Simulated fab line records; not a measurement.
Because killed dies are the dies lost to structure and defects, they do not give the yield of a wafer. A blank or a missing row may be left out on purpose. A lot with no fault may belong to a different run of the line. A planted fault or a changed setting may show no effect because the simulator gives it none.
Which tool is to blame? || flow n5Finfet || 31 wafers sampled from 11 lots at 1 step of a route of 1938

## WHAT THE GAUGES SHOWED, per wafer
N5_MOL_CONTACT_COAG_OVL_MEAS_09.
{"lot": "L483", "measured": "day 5 15:29", "on": "overlay-02", "CA_OVL (nm)": "0.9 1.2 0.9"}
{"lot": "L486", "measured": "day 6 12:50", "on": "overlay-01", "CA_OVL (nm)": "-0.4 -0.5 0.0"}
{"lot": "L487", "measured": "day 6 22:36", "on": "overlay-02", "CA_OVL (nm)": "-0.2 -0.1 0.5"}
{"lot": "L488", "measured": "day 7 04:29", "on": "overlay-02", "CA_OVL (nm)": "0.4 0.1"}
{"lot": "L489", "measured": "day 7 15:25", "on": "overlay-01", "CA_OVL (nm)": "-0.6 -0.3 -0.8"}
{"lot": "L490", "measured": "day 7 22:13", "on": "overlay-02", "CA_OVL (nm)": "0.2 -0.1 -0.5"}
{"lot": "L498", "measured": "day 9 13:24", "on": "overlay-01", "CA_OVL (nm)": "0.2 -0.4 0.5"}
{"lot": "L499", "measured": "day 9 21:15", "on": "overlay-01", "CA_OVL (nm)": "0.9 0.2 0.7"}
{"lot": "L500", "measured": "day 9 21:31", "on": "overlay-02", "CA_OVL (nm)": "0.4 0.4 0.7"}
{"lot": "L501", "measured": "day 10 07:21", "on": "overlay-01", "CA_OVL (nm)": "0.2 0.3"}
{"lot": "L502", "measured": "day 10 13:43", "on": "overlay-01", "CA_OVL (nm)": "0.1 0.0 -1.4"}

## EACH LOT AND THE TOOL THAT RAN IT (in order: tool; ch and the chambers of the sampled wafers; start)
There is no process step in the record ahead of these readings.

## THE ANSWER, worked out from the rows above alone
Rule: the lots themselves supply what counts as usual. Put in order of their means at a reading, lots are off if they are a third of the lots or fewer, leave a main group of 4 or more, and stand apart from it by a gap of 3 or more times the standard deviation of the main group's means; of several such gaps the widest counts. A main group whose means are all the same, to the digits that the tables above print for the reading, isn't used. A lot without any number at a reading at which 4 lots or more have one is off too. All remaining lots with rows at the step are treated as sound.
No lot is off at any reading shown: from this, nothing can be told.

## WHAT THE SIMULATOR HAD PUT IN
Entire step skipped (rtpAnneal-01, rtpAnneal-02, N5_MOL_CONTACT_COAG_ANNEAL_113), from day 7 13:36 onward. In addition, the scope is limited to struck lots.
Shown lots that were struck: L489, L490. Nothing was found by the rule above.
